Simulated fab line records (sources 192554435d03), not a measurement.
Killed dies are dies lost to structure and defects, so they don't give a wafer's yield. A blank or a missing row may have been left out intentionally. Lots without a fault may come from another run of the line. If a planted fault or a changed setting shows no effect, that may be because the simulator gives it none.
fab line records	flow n5-finfet
record: lots: 24	wafers: 72	last-day: 18
route steps=1938 shown BEOL_M0_SAQP@700 BEOL_M0@729
lots with no fault: from the same line, run without faults
start-h: hours from the record's first day to the start of the lot's first wafer shown	wait-h: hours since the lot's step before	" the same as in the row above	L1.1+2: several wafers, shown together as one row	- value missing, or start not given	* or withheld: withheld	< > ~ a bound
route shown NAME@n: NAME is a module with steps in the file, n the number in the route of the first one	usual: mean/standard deviation taken from wafers without a fault	same: alike in all rows	chamber/n: place in a boat	sites: per-site readings	_std_site: how widely they spread, as a standard deviation	_edge_site: outer sites' mean less inner sites'	radius-mm: for every site, how far away it sits from the centre of the wafer	mask NAME#n: copy n	behind: the most recent tool/chamber to have shaped the wafer	hold: the reason the lot was held/the length of the hold in hours/how it ended	device: transistor that didn't switch, given as n, p or np	end of line: the same wafers' tests at the end of the route	for a step that has no rows: nothing shown but its recipe	killed: the dies lost at the first sort to structure and to defects; this is not the yield of the wafer	map: shows each die of a wafer: x if killed, . if not, _ if none is there
set.NAME: the setting the step ran with; set.NAME@STEP: the setting that earlier step ran with	model.NAME: the simulator's own value behind a step, which no gauge read
route steps across a sampled set of lots; one table per step, one row per wafer
services: the hour from which a tool's chamber was out of use, counted from the record's first day as start-h (under 0 if before that day), plus the number of hours and why
== steps ==
step: N5_BEOL_M0_SAQP_STRIP_75
recipe: chemistry: CF4	resist: SiARC	power-w: 300	bias-power-w: 75	pressure-mtorr: 50	cf4-flow-sccm: 150	rf-frequency-hz: 6e+07
usual: drypump-motor-current-A: 5.6/0.5	oes-product-au: 0.183/0.018	rf-vpp-V: 272.2/1.3	showerhead-plenum-p-Torr: 1.84/0.043	throttle-valve-pct: 13.55/0.26
lot.wafer	tool	chamber	start-h	wait-h	drypump-motor-current-A	oes-product-au	rf-hours-counter-h	rf-vpp-V	showerhead-plenum-p-Torr	throttle-valve-pct
L074.3	rie-diel-04	1	119.53	0.1	6.2	0.204	43	273.1	1.88	13.41
L074.5	"	1	"	"	6.2	0.203	-	272.4	1.88	13.41
L074.6	"	0	"	"	5.4	0.220	-	274.0	1.89	12.91
L075.1	rie-diel-05	1	124.16	0.1	6.4	0.171	211	273.4	1.83	13.82
L075.3	"	3	"	"	5.3	0.200	40	272.0	1.85	13.46
L075.5	"	0	"	"	5.5	0.172	-	272.5	1.85	13.29
L076.2	rie-diel-03	3	127.01	0.1	5.2	0.166	219	272.4	1.79	13.85
L076.4	"	1	"	"	5.3	0.195	-	273.6	1.89	13.38
L076.5	"	2	"	"	5.7	0.207	-	272.4	1.90	13.31
L077.1	rie-diel-05	3	138.32	0.1	5.3	0.200	45	270.7	1.85	13.48
L077.4	"	1	"	"	6.4	0.162	215	272.4	1.83	13.81
L077.5	"	3	"	"	5.3	0.200	-	271.8	1.85	13.48
L078.4	rie-diel-03	3	142.08	0.1	5.2	0.166	225	270.3	1.79	13.87
L078.5	"	0	"	"	6.1	0.225	-	270.8	1.77	13.39
L078.6	"	1	"	"	5.3	0.195	-	273.2	1.89	13.42
L079.4	rie-diel-05	0	148.17	0.1	5.4	0.178	156	272.5	1.85	13.30
L079.5	"	1	"	"	6.3	0.164	-	271.7	1.83	13.83
L079.6	"	2	"	"	5.1	0.166	-	272.0	1.86	13.76
L080.2	rie-diel-04	2	158.05	0.1	6.6	0.177	142	270.6	1.74	13.70
L080.3	"	3	"	"	5.1	0.191	76	270.4	1.76	13.26
L080.6	"	1	"	"	6.1	0.200	-	272.6	1.87	13.42
L081.2	rie-diel-04	3	160.33	0.1	5.1	0.190	77	270.5	1.76	13.26
L081.3	"	2	"	"	6.6	0.188	143	270.0	1.74	13.69
L081.5	"	0	"	"	5.3	0.211	-	274.3	1.89	12.94
L082.2	rie-diel-03	2	161.49	0.1	5.7	0.199	50	273.4	1.90	13.35
L082.3	"	3	"	"	5.2	0.161	232	271.6	1.79	13.89
L082.4	"	0	"	"	6.1	0.221	9	271.3	1.77	13.42
L083.2	rie-diel-05	0	168.70	0.1	5.5	0.175	162	272.1	1.85	13.32
L083.4	"	3	"	"	5.3	0.200	54	272.5	1.85	13.50
L083.6	"	1	"	"	6.4	0.161	-	270.8	1.83	13.84
L084.1	rie-diel-05	3	175.96	0.1	5.2	0.201	57	273.0	1.85	13.49
L084.2	"	0	"	"	5.5	0.175	164	271.7	1.85	13.34
L084.3	"	1	"	"	6.4	0.160	224	274.2	1.83	13.85
L085.3	rie-diel-04	2	187.25	0.1	6.6	0.173	152	270.0	1.74	13.72
L085.4	"	0	"	"	5.3	0.206	27	274.5	1.89	12.96
L085.6	"	1	"	"	6.1	0.195	-	273.8	1.87	13.45
L086.1	rie-diel-05	1	193.07	0.1	6.4	0.163	228	272.3	1.83	13.85
L086.5	"	2	"	"	5.2	0.167	-	274.5	1.85	13.79
L086.6	"	3	"	"	5.2	0.198	-	272.6	1.85	13.51
L087.1	rie-diel-03	3	194.08	0.1	5.2	0.161	241	271.4	1.79	13.93
L087.2	"	0	"	"	6.1	0.219	18	269.4	1.76	13.44
L087.3	"	1	"	"	5.3	0.192	62	271.9	1.89	13.44
L088.2	rie-diel-05	1	196.75	0.1	6.4	0.159	229	272.0	1.83	13.85
L088.3	"	0	"	"	5.5	0.175	169	271.7	1.85	13.34
L088.6	"	1	"	"	6.4	0.161	-	271.7	1.83	13.83
L089.1	rie-diel-03	2	207.91	0.1	5.7	0.199	60	272.8	1.90	13.37
L089.2	"	1	"	"	5.3	0.185	67	273.1	1.89	13.47
L089.5	"	1	"	"	5.3	0.197	-	273.2	1.89	13.46
L090.3	rie-diel-05	2	211.12	0.1	5.2	0.168	201	272.2	1.85	13.82
L090.5	"	1	"	"	6.4	0.162	-	270.8	1.83	13.87
L090.6	"	2	"	"	5.1	0.161	-	271.7	1.85	13.82
L091.1	rie-diel-05	0	220.40	0.1	5.5	0.169	176	274.4	1.85	13.35
L091.3	"	2	"	"	5.2	0.166	204	272.5	1.85	13.82
L091.5	"	2	"	"	5.2	0.164	-	274.4	1.85	13.83
L092.3	rie-diel-04	0	225.34	0.1	5.3	0.204	38	272.9	1.88	13.00
L092.4	"	1	"	"	6.1	0.200	75	273.2	1.87	13.48
L092.5	"	1	"	"	6.1	0.188	-	274.8	1.87	13.48
L093.1	rie-diel-03	2	229.47	0.1	5.7	0.198	66	272.7	1.89	13.39
L093.3	"	1	"	"	5.3	0.189	73	274.6	1.88	13.49
L093.4	"	2	"	"	5.7	0.195	-	274.2	1.90	13.36
L094.1	rie-diel-05	2	239.70	0.1	5.1	0.158	210	272.8	1.85	13.85
L094.4	"	3	"	"	5.3	0.204	75	270.6	1.84	13.52
L094.5	"	2	"	"	5.1	0.166	-	272.1	1.85	13.83
L095.2	rie-diel-05	0	242.61	0.1	5.5	0.172	183	273.3	1.84	13.39
L095.5	"	0	"	"	5.5	0.173	-	272.4	1.84	13.38
L095.6	"	1	"	"	6.3	0.157	-	271.5	1.82	13.88
L097.3	rie-diel-05	0	249.31	0.1	5.5	0.172	185	272.3	1.84	13.39
L097.5	"	1	"	"	6.4	0.159	-	272.1	1.82	13.90
L097.6	"	2	"	"	5.1	0.160	-	271.3	1.85	13.84
L096.2	rie-diel-05	0	252.12	0.1	5.5	0.173	186	273.9	1.84	13.38
L096.3	"	3	"	"	5.2	0.195	79	271.5	1.84	13.56
L096.5	"	0	"	"	5.5	0.169	-	272.2	1.84	13.40
step: N5_BEOL_M0_DEGAS_112
recipe: ambient: vacuum	temp-c: 250	time-s: 60
usual: heater-power-w: 345/46
lot.wafer	tool	chamber	start-h	wait-h	heater-power-w
L074.3	pvd-sputter-03	-	122.18	0.2	354
L074.5	"	-	"	"	355
L074.6	"	-	"	"	356
L075.1	pvd-sputter-01	-	128.27	0.5	377
L075.3	"	-	"	"	365
L075.5	"	-	"	"	371
L076.2	pvd-sputter-02	-	129.16	0.5	468
L076.4	"	-	"	"	304
L076.5	"	-	"	"	300
L077.1	pvd-sputter-03	-	140.23	0.1	356
L077.4	"	-	"	"	353
L077.5	"	-	"	"	356
L078.4	pvd-sputter-03	-	144.97	0.1	300
L078.5	"	-	"	"	353
L078.6	"	-	"	"	309
L079.4	pvd-sputter-03	-	155.98	0.3	304
L079.5	"	-	"	"	346
L079.6	"	-	"	"	338
L080.2	pvd-sputter-02	-	161.70	1.3	307
L080.3	"	-	"	"	291
L080.6	"	-	"	"	294
L081.2	pvd-sputter-02	-	163.08	0.7	301
L081.3	"	-	"	"	322
L081.5	"	-	"	"	302
L082.2	pvd-sputter-03	-	165.14	0.0	358
L082.3	"	-	"	"	353
L082.4	"	-	"	"	303
L083.2	pvd-sputter-02	-	171.08	0.5	317
L083.4	"	-	"	"	463
L083.6	"	-	"	"	459
L084.1	pvd-sputter-02	-	186.43	0.3	320
L084.2	"	-	"	"	460
L084.3	"	-	"	"	297
L085.3	pvd-sputter-02	-	190.29	0.3	317
L085.4	"	-	"	"	465
L085.6	"	-	"	"	309
L087.1	pvd-sputter-03	-	195.81	0.0	356
L087.2	"	-	"	"	342
L087.3	"	-	"	"	352
L086.1	pvd-sputter-01	-	195.88	0.0	365
L086.5	"	-	"	"	370
L086.6	"	-	"	"	367
L088.2	pvd-sputter-01	-	198.78	0.2	364
L088.3	"	-	"	"	361
L088.6	"	-	"	"	374
L089.1	pvd-sputter-02	-	213.75	2.3	320
L089.2	"	-	"	"	300
L089.5	"	-	"	"	454
L090.3	pvd-sputter-01	-	216.52	1.0	384
L090.5	"	-	"	"	362
L090.6	"	-	"	"	367
L091.1	pvd-sputter-01	-	223.37	0.5	377
L091.3	"	-	"	"	343
L091.5	"	-	"	"	349
L092.3	pvd-sputter-01	-	228.37	0.1	302
L092.4	"	-	"	"	353
L092.5	"	-	"	"	298
L093.1	pvd-sputter-02	-	232.52	0.9	315
L093.3	"	-	"	"	294
L093.4	"	-	"	"	458
L094.1	pvd-sputter-01	-	245.64	2.2	303
L094.4	"	-	"	"	366
L094.5	"	-	"	"	366
L095.2	pvd-sputter-01	-	247.18	0.9	369
L095.5	"	-	"	"	356
L095.6	"	-	"	"	303
L097.3	pvd-sputter-02	-	255.04	0.4	298
L097.5	"	-	"	"	453
L097.6	"	-	"	"	295
L096.2	pvd-sputter-03	-	255.13	0.3	355
L096.3	"	-	"	"	358
L096.5	"	-	"	"	350
step: N5_BEOL_M0_PRE_CLEAN_113
recipe: gas: H2/He	time-s: 30	temp-c: 250
usual: heater-power-w: 344/47
lot.wafer	tool	chamber	start-h	wait-h	heater-power-w
L074.3	pvd-sputter-03	-	122.22	0.0	352
L074.5	"	-	"	"	357
L074.6	"	-	"	"	354
L075.1	pvd-sputter-01	-	128.31	0.0	379
L075.3	"	-	"	"	355
L075.5	"	-	"	"	364
L076.2	pvd-sputter-02	-	129.20	0.0	457
L076.4	"	-	"	"	297
L076.5	"	-	"	"	302
L077.1	pvd-sputter-03	-	140.27	0.0	346
L077.4	"	-	"	"	356
L077.5	"	-	"	"	346
L078.4	pvd-sputter-03	-	145.01	0.0	298
L078.5	"	-	"	"	346
L078.6	"	-	"	"	302
L079.4	pvd-sputter-03	-	156.02	0.0	303
L079.5	"	-	"	"	356
L079.6	"	-	"	"	352
L080.2	pvd-sputter-02	-	161.74	0.0	315
L080.3	"	-	"	"	293
L080.6	"	-	"	"	295
L081.2	pvd-sputter-02	-	163.12	0.0	296
L081.3	"	-	"	"	310
L081.5	"	-	"	"	305
L082.2	pvd-sputter-03	-	165.18	0.0	353
L082.3	"	-	"	"	354
L082.4	"	-	"	"	304
L083.2	pvd-sputter-02	-	171.12	0.0	322
L083.4	"	-	"	"	460
L083.6	"	-	"	"	455
L084.1	pvd-sputter-02	-	186.47	0.0	311
L084.2	"	-	"	"	451
L084.3	"	-	"	"	291
L085.3	pvd-sputter-02	-	190.33	0.0	317
L085.4	"	-	"	"	456
L085.6	"	-	"	"	301
L087.1	pvd-sputter-03	-	195.85	0.0	357
L087.2	"	-	"	"	354
L087.3	"	-	"	"	348
L086.1	pvd-sputter-01	-	195.92	0.0	365
L086.5	"	-	"	"	374
L086.6	"	-	"	"	370
L088.2	pvd-sputter-01	-	198.82	0.0	366
L088.3	"	-	"	"	352
L088.6	"	-	"	"	376
L089.1	pvd-sputter-02	-	213.79	0.0	318
L089.2	"	-	"	"	294
L089.5	"	-	"	"	464
L090.3	pvd-sputter-01	-	216.56	0.0	363
L090.5	"	-	"	"	347
L090.6	"	-	"	"	369
L091.1	pvd-sputter-01	-	223.41	0.0	363
L091.3	"	-	"	"	356
L091.5	"	-	"	"	346
L092.3	pvd-sputter-01	-	228.41	0.0	296
L092.4	"	-	"	"	356
L092.5	"	-	"	"	294
L093.1	pvd-sputter-02	-	232.56	0.0	327
L093.3	"	-	"	"	293
L093.4	"	-	"	"	462
L094.1	pvd-sputter-01	-	245.68	0.0	300
L094.4	"	-	"	"	370
L094.5	"	-	"	"	370
L095.2	pvd-sputter-01	-	247.22	0.0	374
L095.5	"	-	"	"	341
L095.6	"	-	"	"	307
L097.3	pvd-sputter-02	-	255.08	0.0	301
L097.5	"	-	"	"	470
L097.6	"	-	"	"	288
L096.2	pvd-sputter-03	-	255.17	0.0	363
L096.3	"	-	"	"	342
L096.5	"	-	"	"	352
step: N5_BEOL_M0_SURFACE_TREAT_137
recipe: gas: Ar	time-s: *	ion-energy-ev: *	ion-current-ma-cm2: 0.5	pressure-mtorr: *	ar-flow-sccm: 30
usual: throttle-valve-pct: *
lot.wafer	tool	chamber	start-h	wait-h	throttle-valve-pct
L074.3	pvd-sputter-03	-	122.58	0.2	*
L074.5	"	-	"	"	*
L074.6	"	-	"	"	*
L075.1	pvd-sputter-01	-	128.67	0.2	*
L075.3	"	-	"	"	*
L075.5	"	-	"	"	*
L076.2	pvd-sputter-02	-	129.56	0.2	*
L076.4	"	-	"	"	*
L076.5	"	-	"	"	*
L077.1	pvd-sputter-02	-	140.56	0.1	*
L077.4	"	-	"	"	*
L077.5	"	-	"	"	*
L078.4	pvd-sputter-01	-	145.38	0.2	*
L078.5	"	-	"	"	*
L078.6	"	-	"	"	*
L079.4	pvd-sputter-01	-	156.36	0.2	*
L079.5	"	-	"	"	*
L079.6	"	-	"	"	*
L080.2	pvd-sputter-01	-	162.25	0.3	*
L080.3	"	-	"	"	*
L080.6	"	-	"	"	*
L081.2	pvd-sputter-02	-	163.48	0.1	*
L081.3	"	-	"	"	*
L081.5	"	-	"	"	*
L082.2	pvd-sputter-02	-	165.82	0.5	*
L082.3	"	-	"	"	*
L082.4	"	-	"	"	*
L083.2	pvd-sputter-01	-	171.47	0.2	*
L083.4	"	-	"	"	*
L083.6	"	-	"	"	*
L084.1	pvd-sputter-03	-	186.79	0.2	*
L084.2	"	-	"	"	*
L084.3	"	-	"	"	*
L085.3	pvd-sputter-02	-	192.21	1.5	*
L085.4	"	-	"	"	*
L085.6	"	-	"	"	*
L087.1	pvd-sputter-01	-	196.29	0.1	*
L087.2	"	-	"	"	*
L087.3	"	-	"	"	*
L086.1	pvd-sputter-03	-	196.38	0.2	*
L086.5	"	-	"	"	*
L086.6	"	-	"	"	*
L088.2	pvd-sputter-03	-	199.34	0.4	*
L088.3	"	-	"	"	*
L088.6	"	-	"	"	*
L089.1	pvd-sputter-02	-	214.39	0.2	*
L089.2	"	-	"	"	*
L089.5	"	-	"	"	*
L090.3	pvd-sputter-01	-	217.06	0.3	*
L090.5	"	-	"	"	*
L090.6	"	-	"	"	*
L091.1	pvd-sputter-01	-	223.89	0.2	*
L091.3	"	-	"	"	*
L091.5	"	-	"	"	*
L092.3	pvd-sputter-01	-	228.78	0.2	*
L092.4	"	-	"	"	*
L092.5	"	-	"	"	*
L093.1	pvd-sputter-03	-	233.01	0.3	*
L093.3	"	-	"	"	*
L093.4	"	-	"	"	*
L094.1	pvd-sputter-02	-	246.04	0.2	*
L094.4	"	-	"	"	*
L094.5	"	-	"	"	*
L095.2	pvd-sputter-01	-	247.86	0.2	*
L095.5	"	-	"	"	*
L095.6	"	-	"	"	*
L097.3	pvd-sputter-01	-	255.46	0.2	*
L097.5	"	-	"	"	*
L097.6	"	-	"	"	*
L096.2	pvd-sputter-03	-	255.62	0.2	*
L096.3	"	-	"	"	*
L096.5	"	-	"	"	*
step: N5_BEOL_M0_SPUTTER_132
recipe: material: Cu	target-thk-a: 40	temp-c: -20	chamber-pressure-pa: 0.07	power-w: withheld	time-s: 7.37
usual: substrate-temp-c: -19.99/0.1	throttle-valve-pct: 29.7/1.3
lot.wafer	tool	chamber	start-h	wait-h	substrate-temp-c	throttle-valve-pct
L074.3	pvd-sputter-03	-	123.42	0.0	-20.29	31.9
L074.5	"	-	"	"	-19.99	32.2
L074.6	"	-	"	"	-20.05	29.6
L075.1	pvd-sputter-01	-	129.01	0.0	-19.87	28.6
L075.3	"	-	"	"	-19.94	29.3
L075.5	"	-	"	"	-20.10	28.6
L076.2	pvd-sputter-03	-	130.13	0.0	-20.01	29.5
L076.4	"	-	"	"	-20.00	28.9
L076.5	"	-	"	"	-19.94	29.8
L077.1	pvd-sputter-03	-	142.43	0.0	-20.02	31.3
L077.4	"	-	"	"	-20.19	29.6
L077.5	"	-	"	"	-19.98	32.0
L078.4	pvd-sputter-02	-	147.09	0.0	-19.76	28.6
L078.5	"	-	"	"	-19.97	28.6
L078.6	"	-	"	"	-20.00	30.5
L079.4	pvd-sputter-02	-	156.68	0.0	-20.00	29.0
L079.5	"	-	"	"	-19.96	28.5
L079.6	"	-	"	"	-20.07	28.2
L080.2	pvd-sputter-02	-	162.60	0.0	-20.13	28.9
L080.3	"	-	"	"	-19.96	28.8
L080.6	"	-	"	"	-20.03	28.3
L081.2	pvd-sputter-02	-	164.06	0.0	-19.96	28.1
L081.3	"	-	"	"	-19.94	29.0
L081.5	"	-	"	"	-19.97	30.9
L082.2	pvd-sputter-03	-	167.22	0.0	-19.84	31.7
L082.3	"	-	"	"	-20.21	29.3
L082.4	"	-	"	"	-19.86	28.8
L083.2	pvd-sputter-02	-	171.76	0.0	-19.99	28.5
L083.4	"	-	"	"	-19.90	28.9
L083.6	"	-	"	"	-20.01	30.8
L084.1	pvd-sputter-02	-	187.11	0.0	-20.14	28.5
L084.2	"	-	"	"	-19.95	29.2
L084.3	"	-	"	"	-20.04	28.4
L085.3	pvd-sputter-03	-	192.53	0.0	-19.96	29.4
L085.4	"	-	"	"	-20.01	31.9
L085.6	"	-	"	"	-19.89	28.6
L087.1	pvd-sputter-02	-	197.63	0.0	-20.03	28.4
L087.2	"	-	"	"	-19.83	28.5
L087.3	"	-	"	"	-19.95	28.7
L086.1	pvd-sputter-02	-	198.11	0.0	-19.93	30.5
L086.5	"	-	"	"	-20.01	30.4
L086.6	"	-	"	"	-19.72	28.7
L088.2	pvd-sputter-01	-	199.85	0.0	-20.08	30.9
L088.3	"	-	"	"	-20.16	28.4
L088.6	"	-	"	"	-19.87	29.4
L089.1	pvd-sputter-02	-	214.85	0.0	-20.02	28.6
L089.2	"	-	"	"	-19.84	30.8
L089.5	"	-	"	"	-20.17	29.1
L090.3	pvd-sputter-03	-	217.81	0.0	-20.14	29.4
L090.5	"	-	"	"	-20.01	29.3
L090.6	"	-	"	"	-20.04	32.2
L091.1	pvd-sputter-03	-	224.36	0.0	-20.02	31.8
L091.3	"	-	"	"	-19.82	29.6
L091.5	"	-	"	"	-19.92	31.9
L092.3	pvd-sputter-01	-	230.94	0.0	-20.06	29.1
L092.4	"	-	"	"	-19.78	28.4
L092.5	"	-	"	"	-20.16	30.8
L093.1	pvd-sputter-03	-	233.33	0.0	-20.07	31.5
L093.3	"	-	"	"	-20.08	28.8
L093.4	"	-	"	"	-19.93	29.2
L094.1	pvd-sputter-01	-	246.40	0.0	-20.01	28.3
L094.4	"	-	"	"	-20.20	28.1
L094.5	"	-	"	"	-19.96	30.8
L095.2	pvd-sputter-01	-	248.42	0.0	-19.87	29.2
L095.5	"	-	"	"	-19.93	29.5
L095.6	"	-	"	"	-19.88	30.9
L097.3	pvd-sputter-02	-	257.36	0.0	-20.25	28.4
L097.5	"	-	"	"	-20.03	28.8
L097.6	"	-	"	"	-20.16	27.9
L096.2	pvd-sputter-03	-	257.62	0.0	-19.99	28.9
L096.3	"	-	"	"	-19.99	32.2
L096.5	"	-	"	"	-20.14	31.4
step: N5_BEOL_M0_SPUTTER_134
recipe: material: Cu	target-thk-a: 40	temp-c: -20	chamber-pressure-pa: 0.07	power-w: withheld	time-s: 7.37
usual: substrate-temp-c: -19.99/0.098	throttle-valve-pct: 29.7/1.3
lot.wafer	tool	chamber	start-h	wait-h	substrate-temp-c	throttle-valve-pct
L074.3	pvd-sputter-03	-	123.54	0.0	-20.07	31.9
L074.5	"	-	"	"	-20.02	31.8
L074.6	"	-	"	"	-19.87	29.3
L075.1	pvd-sputter-01	-	129.13	0.0	-20.08	28.6
L075.3	"	-	"	"	-20.03	29.4
L075.5	"	-	"	"	-20.11	28.5
L076.2	pvd-sputter-03	-	130.25	0.0	-20.06	29.2
L076.4	"	-	"	"	-20.00	28.9
L076.5	"	-	"	"	-20.08	29.3
L077.1	pvd-sputter-03	-	142.55	0.0	-19.99	31.2
L077.4	"	-	"	"	-20.03	29.4
L077.5	"	-	"	"	-19.94	31.8
L078.4	pvd-sputter-02	-	147.21	0.0	-20.02	28.9
L078.5	"	-	"	"	-20.13	28.6
L078.6	"	-	"	"	-20.27	30.4
L079.4	pvd-sputter-02	-	156.80	0.0	-19.98	29.1
L079.5	"	-	"	"	-19.98	28.5
L079.6	"	-	"	"	-19.89	28.3
L080.2	pvd-sputter-02	-	162.72	0.0	-19.93	28.8
L080.3	"	-	"	"	-19.88	28.7
L080.6	"	-	"	"	-20.07	28.4
L081.2	pvd-sputter-02	-	164.18	0.0	-20.16	28.3
L081.3	"	-	"	"	-20.12	28.8
L081.5	"	-	"	"	-19.91	30.9
L082.2	pvd-sputter-03	-	167.34	0.0	-19.93	32.0
L082.3	"	-	"	"	-19.95	29.3
L082.4	"	-	"	"	-19.95	28.9
L083.2	pvd-sputter-02	-	171.88	0.0	-19.98	28.9
L083.4	"	-	"	"	-19.98	29.1
L083.6	"	-	"	"	-20.19	30.5
L084.1	pvd-sputter-02	-	187.23	0.0	-19.95	28.6
L084.2	"	-	"	"	-20.10	28.9
L084.3	"	-	"	"	-19.90	28.0
L085.3	pvd-sputter-03	-	192.65	0.0	-20.13	29.2
L085.4	"	-	"	"	-20.01	31.9
L085.6	"	-	"	"	-19.95	29.0
L087.1	pvd-sputter-02	-	197.75	0.0	-19.86	28.4
L087.2	"	-	"	"	-19.83	29.0
L087.3	"	-	"	"	-20.02	29.0
L086.1	pvd-sputter-02	-	198.23	0.0	-20.00	30.9
L086.5	"	-	"	"	-20.22	30.8
L086.6	"	-	"	"	-20.06	29.0
L088.2	pvd-sputter-01	-	199.97	0.0	-20.10	31.0
L088.3	"	-	"	"	-19.95	28.6
L088.6	"	-	"	"	-20.15	29.6
L089.1	pvd-sputter-02	-	214.97	0.0	-19.88	28.8
L089.2	"	-	"	"	-19.93	30.7
L089.5	"	-	"	"	-19.79	29.0
L090.3	pvd-sputter-03	-	217.93	0.0	-19.76	29.4
L090.5	"	-	"	"	-19.94	29.3
L090.6	"	-	"	"	-19.96	32.0
L091.1	pvd-sputter-03	-	224.48	0.0	-19.89	31.9
L091.3	"	-	"	"	-19.85	29.6
L091.5	"	-	"	"	-19.86	31.9
L092.3	pvd-sputter-01	-	231.06	0.0	-20.10	29.3
L092.4	"	-	"	"	-19.92	28.5
L092.5	"	-	"	"	-20.23	31.0
L093.1	pvd-sputter-03	-	233.45	0.0	-20.08	31.6
L093.3	"	-	"	"	-20.07	28.9
L093.4	"	-	"	"	-20.13	29.5
L094.1	pvd-sputter-01	-	246.52	0.0	-19.88	28.5
L094.4	"	-	"	"	-19.98	28.3
L094.5	"	-	"	"	-19.98	30.5
L095.2	pvd-sputter-01	-	248.54	0.0	-19.90	29.3
L095.5	"	-	"	"	-19.99	29.1
L095.6	"	-	"	"	-19.79	30.9
L097.3	pvd-sputter-02	-	257.48	0.0	-19.98	27.9
L097.5	"	-	"	"	-19.97	29.0
L097.6	"	-	"	"	-19.91	28.1
L096.2	pvd-sputter-03	-	257.74	0.0	-19.89	28.8
L096.3	"	-	"	"	-20.10	31.8
L096.5	"	-	"	"	-20.00	31.4
== services ==
tool	chamber	start-h	hours	kind
pvd-sputter-01	-	97.67	26.3	repair
pvd-sputter-03	-	101.48	2.1	repair
rie-diel-03	0	106.18	2.4	repair
rie-diel-03	0	108.61	-	clean
rie-diel-03	0	108.61	-	consumable-replace:focus-ring
rie-diel-03	0	108.61	27.6	scheduled-down
rie-diel-03	0	108.61	27.6	vent-cycle
rie-diel-04	3	137.60	7.0	repair
rie-diel-03	-	157.63	0.1	repair
rie-diel-05	1	164.37	3.9	repair
rie-diel-03	3	179.41	1.8	repair
rie-diel-03	3	224.30	-	clean
rie-diel-03	3	224.30	-	consumable-replace:focus-ring
rie-diel-03	3	224.30	24.5	scheduled-down
rie-diel-03	3	224.30	24.5	vent-cycle
== key ==
fault none
